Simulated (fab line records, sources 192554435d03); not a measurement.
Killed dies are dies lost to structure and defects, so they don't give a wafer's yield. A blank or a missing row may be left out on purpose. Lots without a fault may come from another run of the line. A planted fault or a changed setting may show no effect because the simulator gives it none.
Which tool did it? | flow n5_finfet | 11 lots, 33 wafers sampled, at 4 steps of a route of 1938

WHAT THE GAUGES READ, wafer by wafer
N5_BEOL_M15_RS_MEAS_54: measures by four-point-probe.
lot  | measured     | on            | M15_RS (ohm/sq)
L438 | day 13 09:56 | film_metro-01 | 0.02142 0.02121 0.02172
L440 | day 14 05:08 | film_metro-02 | 0.02152 0.02185 0.02151
L443 | day 14 21:08 | film_metro-02 | 0.02159 0.02153 0.02137
L446 | day 15 13:12 | film_metro-02 | 0.02162 0.02222 0.02145
L448 | day 16 12:11 | film_metro-01 | 0.02175 0.02163 0.02166
L449 | day 16 18:53 | film_metro-02 | 0.02207 0.02216 0.02183
L450 | day 16 20:25 | film_metro-01 | 0.02257 0.02231 0.02204
L451 | day 17 16:33 | film_metro-01 | 0.02126 0.02175 0.02194
L454 | day 19 08:58 | film_metro-01 | 0.02179 0.02172 0.02146
L460 | day 19 19:20 | film_metro-01 | 0.02171 0.02151 0.02139
L459 | day 20 08:07 | film_metro-01 | 0.02164 0.02143 0.02149

WHICH TOOL RAN EACH LOT (tool, then ch and the chambers of the sampled wafers, then the start)
lot  | N5_BEOL_M15_DESCUM_33              | N5_BEOL_M15_SPUTTER_43       | N5_BEOL_M15_ANNEAL_48
L438 | rie_diel-01 ch 0,1, day 13 00:28   | pvd_sputter-01, day 13 08:41 | rtp_anneal-02 ch 0, day 13 09:12
L440 | rie_diel-01 ch 0,1, day 14 00:07   | pvd_sputter-02, day 14 03:49 | rtp_anneal-02 ch 0, day 14 04:32
L443 | rie_diel-02 ch 2,3, day 14 16:50   | pvd_sputter-03, day 14 18:51 | rtp_anneal-02 ch 0, day 14 20:30
L446 | rie_diel-04 ch 1,2,3, day 15 08:53 | pvd_sputter-02, day 15 11:41 | rtp_anneal-02 ch 0, day 15 12:14
L448 | rie_diel-02 ch 1,2,3, day 16 07:35 | pvd_sputter-01, day 16 09:59 | rtp_anneal-02 ch 0, day 16 11:28
L449 | rie_diel-04 ch 1,3, day 16 14:37   | pvd_sputter-03, day 16 16:13 | rtp_anneal-01, day 16 18:12
L450 | rie_diel-01 ch 0,1,3, day 16 17:47 | pvd_sputter-01, day 16 19:10 | rtp_anneal-01, day 16 19:44
L451 | rie_diel-02 ch 0,2,3, day 17 14:32 | pvd_sputter-01, day 17 15:18 | rtp_anneal-02, day 17 15:49
L454 | rie_diel-04 ch 0,1,3, day 19 03:20 | pvd_sputter-01, day 19 07:42 | rtp_anneal-01 ch 0, day 19 08:16
L460 | rie_diel-04 ch 0,2,3, day 19 16:55 | pvd_sputter-02, day 19 18:06 | rtp_anneal-02 ch 0, day 19 18:37
L459 | rie_diel-01 ch 1,2, day 20 03:46   | pvd_sputter-02, day 20 06:53 | rtp_anneal-02 ch 0, day 20 07:23
- N5_BEOL_M15_DESCUM_33: chemistry O2, time 7.9 s.
- N5_BEOL_M15_SPUTTER_43: material TaN, target thk 15 nm, time 24.19 s.
- N5_BEOL_M15_ANNEAL_48: time 90 s.

THE ANSWER, worked out from the rows above alone
Rule: what is usual is taken from the lots themselves. Put in order of their means at a reading, lots are off if they are a third of the lots or fewer, leave a main group of 4 or more, and stand apart from it by a gap of 3 or more times the standard deviation of the main group's means; of several such gaps the widest counts. A main group whose means are all the same, to the digits that the tables above print for the reading, isn't used. A lot without any number at a reading at which 4 lots or more have one is off too. The other lots that the step has rows for count as sound.
No lot is off at any reading shown: from this, nothing can be told.

WHAT THE SIMULATOR HAD PUT IN
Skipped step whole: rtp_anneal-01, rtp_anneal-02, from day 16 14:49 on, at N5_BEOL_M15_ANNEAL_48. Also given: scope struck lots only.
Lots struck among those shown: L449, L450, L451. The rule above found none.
